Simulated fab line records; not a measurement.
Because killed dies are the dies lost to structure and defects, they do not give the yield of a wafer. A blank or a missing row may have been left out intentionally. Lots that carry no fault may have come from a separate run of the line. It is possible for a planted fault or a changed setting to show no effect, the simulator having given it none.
Which tool is to blame? :: flow n5Finfet :: 24 wafers from 9 lots sampled at 6 of the route's 1938 steps

WHAT THE GAUGES READ, wafer by wafer
N5_HKMG_FIN_INSPECT_61: inspects for defects (macro). Usual: 2.1 for rawDefectCount, sd 1.4.
lot: L786
measured: day 4 01:53
on: defectInspect-01
rawDefectCount: 0 2 2
flag: 

lot: L788
measured: day 4 11:22
on: defectInspect-02
rawDefectCount: 2 4
flag: 

lot: L790
measured: day 5 03:04
on: defectInspect-02
rawDefectCount: 2 2
flag: 

lot: L792
measured: day 5 19:55
on: defectInspect-02
rawDefectCount: 1 0
flag: 

lot: L794
measured: day 6 02:59
on: defectInspect-01
rawDefectCount: 3 1 1
flag: 

lot: L795
measured: day 6 05:52
on: defectInspect-01
rawDefectCount: 3 3 2
flag: 

lot: L796
measured: day 6 15:05
on: defectInspect-02
rawDefectCount: 4 1 2
flag: 

lot: L797
measured: day 6 21:34
on: defectInspect-02
rawDefectCount: 2 5 1
flag: 

lot: L805
measured: day 8 18:28
on: defectInspect-01
rawDefectCount: >300 2 2
flag: 

N5_BEOL_M4_RC_MEAS_101. Usual: DIBL_N 36.3 mV/V, standard deviation 1.7; DIBL_P 36.0 mV/V, standard deviation 1.9; IOFF_N 0.156 nA/um, standard deviation 0.028; IOFF_P 0.21 nA/um, standard deviation 0.036; ION_N 675 uA/um, standard deviation 11; ION_P 463 uA/um, standard deviation 7.8; SS_N 71.6 mV/dec, standard deviation 0.59; SS_P 73.2 mV/dec, standard deviation 0.63; VT_N 250 mV, standard deviation 3.1; VT_P -251 mV, standard deviation 3.4.
lot: L786
measured: day 7 17:58
on: prober-02
DIBL_N (mV/V): 32.5 34.3 35.5
DIBL_P (mV/V): 34.3 35.3 36.1
IOFF_N (nA/um): 0.114 0.124 0.148
IOFF_P (nA/um): 0.16 0.17 0.19
ION_N (uA/um): 661 671 671
ION_P (uA/um): 455 459 457
SS_N (mV/dec): 71.2 71.5 72.2
SS_P (mV/dec): 72.2 72.8 73.0
VT_N (mV): 252 251 248
VT_P (mV): -255 -252 -252
flag: 

lot: L788
measured: day 8 07:28
on: prober-01
DIBL_N (mV/V): 36.3 35.4
DIBL_P (mV/V): 36.5 36.5
IOFF_N (nA/um): 0.166 0.161
IOFF_P (nA/um): 0.22 0.21
ION_N (uA/um): 681 682
ION_P (uA/um): 471 468
SS_N (mV/dec): 72.3 72.3
SS_P (mV/dec): 73.6 72.4
VT_N (mV): 250 246
VT_P (mV): -249 -252
flag: 

lot: L790
measured: day 9 01:26
on: prober-01
DIBL_N (mV/V): 38.3 36.6
DIBL_P (mV/V): 36.7 35.7
IOFF_N (nA/um): 0.177 0.146
IOFF_P (nA/um): 0.25 0.21
ION_N (uA/um): 682 673
ION_P (uA/um): 462 465
SS_N (mV/dec): 72.0 71.5
SS_P (mV/dec): 73.4 73.1
VT_N (mV): 245 249
VT_P (mV): -245 -248
flag: 

lot: L792
measured: day 9 12:20
on: prober-01
DIBL_N (mV/V): 36.3 37.5
DIBL_P (mV/V): 37.5 37.5
IOFF_N (nA/um): 0.164 0.196
IOFF_P (nA/um): 0.21 0.22
ION_N (uA/um): 691 695
ION_P (uA/um): 468 465
SS_N (mV/dec): 72.1 72.2
SS_P (mV/dec): 73.4 74.0
VT_N (mV): 250 247
VT_P (mV): -250 -251
flag: 

lot: L794
measured: day 9 12:40
on: prober-02
DIBL_N (mV/V): 34.3 34.4 38.4
DIBL_P (mV/V): 33.6 34.0 38.9
IOFF_N (nA/um): 0.128 0.122 0.192
IOFF_P (nA/um): 0.17 0.17 0.25
ION_N (uA/um): 674 663 678
ION_P (uA/um): 460 451 458
SS_N (mV/dec): 70.8 71.3 72.2
SS_P (mV/dec): 72.6 73.4 74.0
VT_N (mV): 253 252 247
VT_P (mV): -251 -254 -249
flag: 

lot: L795
measured: day 9 17:47
on: prober-02
DIBL_N (mV/V): 37.3 36.5 36.4
DIBL_P (mV/V): 36.2 35.0 34.8
IOFF_N (nA/um): 0.177 0.164 0.154
IOFF_P (nA/um): 0.23 0.20 0.20
ION_N (uA/um): 682 685 675
ION_P (uA/um): 471 467 465
SS_N (mV/dec): 70.9 71.9 71.1
SS_P (mV/dec): 73.5 72.8 73.7
VT_N (mV): 246 246 248
VT_P (mV): -246 -251 -251
flag: 

lot: L796
measured: day 10 11:14
on: prober-02
DIBL_N (mV/V): 32.8 35.2 35.2
DIBL_P (mV/V): 32.7 34.5 36.2
IOFF_N (nA/um): 0.098 0.137 0.135
IOFF_P (nA/um): 0.14 0.15 0.18
ION_N (uA/um): 642 668 683
ION_P (uA/um): 443 450 463
SS_N (mV/dec): 70.1 71.6 70.9
SS_P (mV/dec): 72.1 71.6 72.6
VT_N (mV): 258 250 252
VT_P (mV): -257 -257 -253
flag: 

lot: L797
measured: day 10 14:10
on: prober-01
DIBL_N (mV/V): 36.4 35.6 37.5
DIBL_P (mV/V): 35.7 34.7 35.7
IOFF_N (nA/um): 0.143 0.124 0.168
IOFF_P (nA/um): 0.19 0.17 0.19
ION_N (uA/um): 666 661 674
ION_P (uA/um): 454 454 457
SS_N (mV/dec): 71.9 70.9 72.2
SS_P (mV/dec): 73.5 73.0 73.5
VT_N (mV): 252 256 251
VT_P (mV): -253 -257 -255
flag: 

lot: L805
measured: day 12 16:44
on: prober-02
DIBL_N (mV/V): 34.3 35.0 38.6
DIBL_P (mV/V): 33.0 33.9 39.0
IOFF_N (nA/um): 0.118 0.126 0.200
IOFF_P (nA/um): 0.17 0.17 0.26
ION_N (uA/um): 655 660 683
ION_P (uA/um): 451 457 467
SS_N (mV/dec): 70.8 71.0 71.6
SS_P (mV/dec): 72.6 72.8 74.1
VT_N (mV): 254 254 245
VT_P (mV): -255 -253 -248
flag: 

EACH LOT AND THE TOOL THAT RAN IT (in order: tool; ch and the chambers of the sampled wafers; start)
lot: L786
N5_SDB_CUT_ETCH_26: rieSi-05 ch 0,1,2, day 3 21:01
N5_DUMMY_REMOVAL_STRIP_10: rieDiel-06 ch 1,2,3, day 4 00:22
N5_HKMG_FIN_ALD_74: aldHk-03 ch 0,2,3, day 4 01:17
N5_HKMG_FIN_ALD_75: aldHk-03 ch 0,2,3, day 4 01:22

lot: L788
N5_SDB_CUT_ETCH_26: rieSi-05 ch 0,2, day 4 06:40
N5_DUMMY_REMOVAL_STRIP_10: rieDiel-04 ch 1,3, day 4 09:59
N5_HKMG_FIN_ALD_74: aldHk-01 ch 0,3, day 4 10:54
N5_HKMG_FIN_ALD_75: aldHk-01 ch 0,3, day 4 10:58

lot: L790
N5_SDB_CUT_ETCH_26: rieSi-01 ch 2,3, day 4 20:56
N5_DUMMY_REMOVAL_STRIP_10: rieDiel-04 ch 0,3, day 5 01:40
N5_HKMG_FIN_ALD_74: aldHk-01 ch 1,2, day 5 02:35
N5_HKMG_FIN_ALD_75: aldHk-01 ch 1,2, day 5 02:40

lot: L792
N5_SDB_CUT_ETCH_26: rieSi-06 ch 1,2, day 5 15:05
N5_DUMMY_REMOVAL_STRIP_10: rieDiel-06 ch 1,3, day 5 18:23
N5_HKMG_FIN_ALD_74: aldHk-03 ch 0,1, day 5 19:19
N5_HKMG_FIN_ALD_75: aldHk-03 ch 0,1, day 5 19:23

lot: L794
N5_SDB_CUT_ETCH_26: rieSi-06 ch 1,2,3, day 5 22:17
N5_DUMMY_REMOVAL_STRIP_10: rieDiel-03 ch 0,1,2, day 6 01:36
N5_HKMG_FIN_ALD_74: aldHk-01 ch 1,2,3, day 6 02:31
N5_HKMG_FIN_ALD_75: aldHk-01 ch 1,2,3, day 6 02:36

lot: L795
N5_SDB_CUT_ETCH_26: rieSi-05 ch 2,3, day 6 00:42
N5_DUMMY_REMOVAL_STRIP_10: rieDiel-04 ch 0,1,3, day 6 04:18
N5_HKMG_FIN_ALD_74: aldHk-02 ch 0,1,2, day 6 05:16
N5_HKMG_FIN_ALD_75: aldHk-02 ch 0,1,2, day 6 05:21

lot: L796
N5_SDB_CUT_ETCH_26: rieSi-06 ch 1,2,3, day 6 10:04
N5_DUMMY_REMOVAL_STRIP_10: rieDiel-04 ch 1,2,3, day 6 13:31
N5_HKMG_FIN_ALD_74: aldHk-03 ch 0,1,3, day 6 14:29
N5_HKMG_FIN_ALD_75: aldHk-03 ch 0,1,3, day 6 14:34

lot: L797
N5_SDB_CUT_ETCH_26: rieSi-01 ch 0,3, day 6 16:31
N5_DUMMY_REMOVAL_STRIP_10: rieDiel-03 ch 1,3, day 6 20:02
N5_HKMG_FIN_ALD_74: aldHk-03 ch 2,3, day 6 20:58
N5_HKMG_FIN_ALD_75: aldHk-03 ch 2,3, day 6 21:02

lot: L805
N5_SDB_CUT_ETCH_26: rieSi-01 ch 0,1,3, day 8 13:14
N5_DUMMY_REMOVAL_STRIP_10: rieDiel-04 ch 0,2,3, day 8 17:06
N5_HKMG_FIN_ALD_74: aldHk-02 ch 1,2,3, day 8 17:59
N5_HKMG_FIN_ALD_75: aldHk-02 ch 1,2,3, day 8 18:04
- N5_SDB_CUT_ETCH_26: etches Si in HBr/Cl2/O2, target depth 129.6 nm, bt time 20 s, time 51.8 s.
- N5_DUMMY_REMOVAL_STRIP_10: strips in N2/H2, time 40 s.
- N5_HKMG_FIN_ALD_74: deposits La2O3, target thk 0.5 nm, pulse time 6 s, co reactant pulse time 1 s.
- N5_HKMG_FIN_ALD_75: deposits Al2O3, target thk 1 nm, co reactant pulse time 1 s.

AS READ BY THE TOOLS THEMSELVES (means over the sampled wafers that have a number; for cases with no such wafer, the mark the record gives instead)
N5_SDB_CUT_ETCH_26. Usual: O2_flow_sccm 12.00 sccm, standard deviation 0.034; chamberPressureMTorr 10.001 mTorr, standard deviation 0.0092; drypumpMotorCurrentA 5.8 A, standard deviation 0.39; oesProductAu 0.997 a.u., standard deviation 0.013; throttleValvePct 37.12 %, standard deviation 0.28.
lot: L786
tool: rieSi-05
O2_flow_sccm (sccm): 12.00
chamberPressureMTorr (mTorr): 9.999
drypumpMotorCurrentA (A): 5.9
oesProductAu (a.u.): 1.000
throttleValvePct (%): 37.07
flag: 

lot: L788
tool: rieSi-05
O2_flow_sccm (sccm): 11.97
chamberPressureMTorr (mTorr): 10.008
drypumpMotorCurrentA (A): 5.8
oesProductAu (a.u.): 1.006
throttleValvePct (%): 37.08
flag: 

lot: L790
tool: rieSi-01
O2_flow_sccm (sccm): 12.00
chamberPressureMTorr (mTorr): 10.000
drypumpMotorCurrentA (A): 5.5
oesProductAu (a.u.): 0.994
throttleValvePct (%): 37.22
flag: 

lot: L792
tool: rieSi-06
O2_flow_sccm (sccm): 12.00
chamberPressureMTorr (mTorr): 10.000
drypumpMotorCurrentA (A): 5.2
oesProductAu (a.u.): 0.998
throttleValvePct (%): 37.52
flag: 

lot: L794
tool: rieSi-06
O2_flow_sccm (sccm): 12.03
chamberPressureMTorr (mTorr): 9.999
drypumpMotorCurrentA (A): 5.4
oesProductAu (a.u.): 1.001
throttleValvePct (%): 37.32
flag: 

lot: L795
tool: rieSi-05
O2_flow_sccm (sccm): 12.00
chamberPressureMTorr (mTorr): 9.998
drypumpMotorCurrentA (A): 5.7
oesProductAu (a.u.): 0.989
throttleValvePct (%): 37.35
flag: 

lot: L796
tool: rieSi-06
O2_flow_sccm (sccm): 11.98
chamberPressureMTorr (mTorr): 10.000
drypumpMotorCurrentA (A): 5.4
oesProductAu (a.u.): 1.000
throttleValvePct (%): 37.32
flag: 

lot: L797
tool: rieSi-01
O2_flow_sccm (sccm): 11.98
chamberPressureMTorr (mTorr): 10.000
drypumpMotorCurrentA (A): 5.5
oesProductAu (a.u.): 0.995
throttleValvePct (%): 37.19
flag: 

lot: L805
tool: rieSi-01
O2_flow_sccm (sccm): 12.00
chamberPressureMTorr (mTorr): 9.996
drypumpMotorCurrentA (A): 5.9
oesProductAu (a.u.): 0.997
throttleValvePct (%): 37.02
flag: 

N5_DUMMY_REMOVAL_STRIP_10. Usual: chamberPressureMTorr 100.00 mTorr, standard deviation 0.096; drypumpMotorCurrentA 5.7 A, standard deviation 0.56; n2FlowSccm 300.0 sccm, standard deviation 0.85; oesProductAu 0.81 a.u., standard deviation 0.11; rfVppV 45.4 V, standard deviation 0.79; showerheadPlenumPTorr 3.44 Torr, standard deviation 0.12; throttleValvePct 12.18 %, standard deviation 0.27.
lot: L786
tool: rieDiel-06
chamberPressureMTorr (mTorr): 99.98
drypumpMotorCurrentA (A): 6.1
n2FlowSccm (sccm): 299.1
oesProductAu (a.u.): 0.73
rfVppV (V): 45.1
showerheadPlenumPTorr (Torr): 3.43
throttleValvePct (%): 12.29
flag: 

lot: L788
tool: rieDiel-04
chamberPressureMTorr (mTorr): 100.00
drypumpMotorCurrentA (A): 5.1
n2FlowSccm (sccm): 300.3
oesProductAu (a.u.): 0.70
rfVppV (V): 45.7
showerheadPlenumPTorr (Torr): 3.48
throttleValvePct (%): 12.25
flag: 

lot: L790
tool: rieDiel-04
chamberPressureMTorr (mTorr): 100.01
drypumpMotorCurrentA (A): 6.0
n2FlowSccm (sccm): 300.9
oesProductAu (a.u.): 0.80
rfVppV (V): 44.8
showerheadPlenumPTorr (Torr): 3.46
throttleValvePct (%): 12.21
flag: 

lot: L792
tool: rieDiel-06
chamberPressureMTorr (mTorr): 99.95
drypumpMotorCurrentA (A): 6.4
n2FlowSccm (sccm): 300.4
oesProductAu (a.u.): 0.74
rfVppV (V): 45.0
showerheadPlenumPTorr (Torr): 3.46
throttleValvePct (%): 12.32
flag: 

lot: L794
tool: rieDiel-03
chamberPressureMTorr (mTorr): 100.00
drypumpMotorCurrentA (A): 5.5
n2FlowSccm (sccm): 300.1
oesProductAu (a.u.): 0.71
rfVppV (V): 44.5
showerheadPlenumPTorr (Torr): 3.30
throttleValvePct (%): 12.39
flag: 

lot: L795
tool: rieDiel-04
chamberPressureMTorr (mTorr): 100.04
drypumpMotorCurrentA (A): 5.6
n2FlowSccm (sccm): 300.2
oesProductAu (a.u.): 0.85
rfVppV (V): 45.3
showerheadPlenumPTorr (Torr): 3.46
throttleValvePct (%): 12.02
flag: 

lot: L796
tool: rieDiel-04
chamberPressureMTorr (mTorr): 99.98
drypumpMotorCurrentA (A): 5.2
n2FlowSccm (sccm): 299.4
oesProductAu (a.u.): 0.86
rfVppV (V): 45.7
showerheadPlenumPTorr (Torr): 3.51
throttleValvePct (%): 11.97
flag: 

lot: L797
tool: rieDiel-03
chamberPressureMTorr (mTorr): 100.17
drypumpMotorCurrentA (A): 5.7
n2FlowSccm (sccm): 299.6
oesProductAu (a.u.): 0.82
rfVppV (V): 45.3
showerheadPlenumPTorr (Torr): 3.55
throttleValvePct (%): 12.32
flag: 

lot: L805
tool: rieDiel-04
chamberPressureMTorr (mTorr): 100.03
drypumpMotorCurrentA (A): 5.8
n2FlowSccm (sccm): 300.0
oesProductAu (a.u.): 0.89
rfVppV (V): 45.0
showerheadPlenumPTorr (Torr): 3.49
throttleValvePct (%): 11.97
flag: 

N5_HKMG_FIN_ALD_74. Usual: heaterPowerW 346 W, standard deviation 31; precursorPulseHeightRel 1.001, standard deviation 0.022.
lot: L786
tool: aldHk-03
heaterPowerW (W): 367
precursorPulseHeightRel: 1.002
flag: 

lot: L788
tool: aldHk-01
heaterPowerW (W): 340
precursorPulseHeightRel: 1.010
flag: 

lot: L790
tool: aldHk-01
heaterPowerW (W): 349
precursorPulseHeightRel: 0.996
flag: 

lot: L792
tool: aldHk-03
heaterPowerW (W): 332
precursorPulseHeightRel: 0.993
flag: 

lot: L794
tool: aldHk-01
heaterPowerW (W): 346
precursorPulseHeightRel: 1.002
flag: 

lot: L795
tool: aldHk-02
heaterPowerW (W): 343
precursorPulseHeightRel: 1.002
flag: 

lot: L796
tool: aldHk-03
heaterPowerW (W): 362
precursorPulseHeightRel: 0.982
flag: 

lot: L797
tool: aldHk-03
heaterPowerW (W): 386
precursorPulseHeightRel: 0.980
flag: 

lot: L805
tool: aldHk-02
heaterPowerW (W): 351
precursorPulseHeightRel: 1.013
flag: 

N5_HKMG_FIN_ALD_75. Usual: heaterPowerW 150 W, standard deviation 13; precursorPulseHeightRel 0.999, standard deviation 0.021.
lot: L786
tool: aldHk-03
heaterPowerW (W): 161
precursorPulseHeightRel: 1.015
flag: 

lot: L788
tool: aldHk-01
heaterPowerW (W): 146
precursorPulseHeightRel: 0.995
flag: 

lot: L790
tool: aldHk-01
heaterPowerW (W): 148
precursorPulseHeightRel: 1.012
flag: 

lot: L792
tool: aldHk-03
heaterPowerW (W): 146
precursorPulseHeightRel: 0.995
flag: 

lot: L794
tool: aldHk-01
heaterPowerW (W): 148
precursorPulseHeightRel: 1.006
flag: 

lot: L795
tool: aldHk-02
heaterPowerW (W): 146
precursorPulseHeightRel: 1.005
flag: 

lot: L796
tool: aldHk-03
heaterPowerW (W): 155
precursorPulseHeightRel: 0.978
flag: 

lot: L797
tool: aldHk-03
heaterPowerW (W): 169
precursorPulseHeightRel: 0.995
flag: 

lot: L805
tool: aldHk-02
heaterPowerW (W): 150
precursorPulseHeightRel: 0.978
flag: 

THE ANSWER, worked out from the rows above alone
Rule: a lot is off if the mean of its wafers that have a number lies more than 3 standard deviations from the usual mean. Also off: a lot with no number at a reading for which 4 or more lots have one. Any other lot the step has rows for is counted as sound. The gauges are gone through in route order, then the tools' own readings, and for those a lot's mean is taken as printed above. The first step at which some lot is off is used, and at that step the reading that is off furthest; a lot without a number counts as furthest.
None of the lots is off at any reading shown; this tells nothing.

WHAT THE SIMULATOR HAD PUT IN
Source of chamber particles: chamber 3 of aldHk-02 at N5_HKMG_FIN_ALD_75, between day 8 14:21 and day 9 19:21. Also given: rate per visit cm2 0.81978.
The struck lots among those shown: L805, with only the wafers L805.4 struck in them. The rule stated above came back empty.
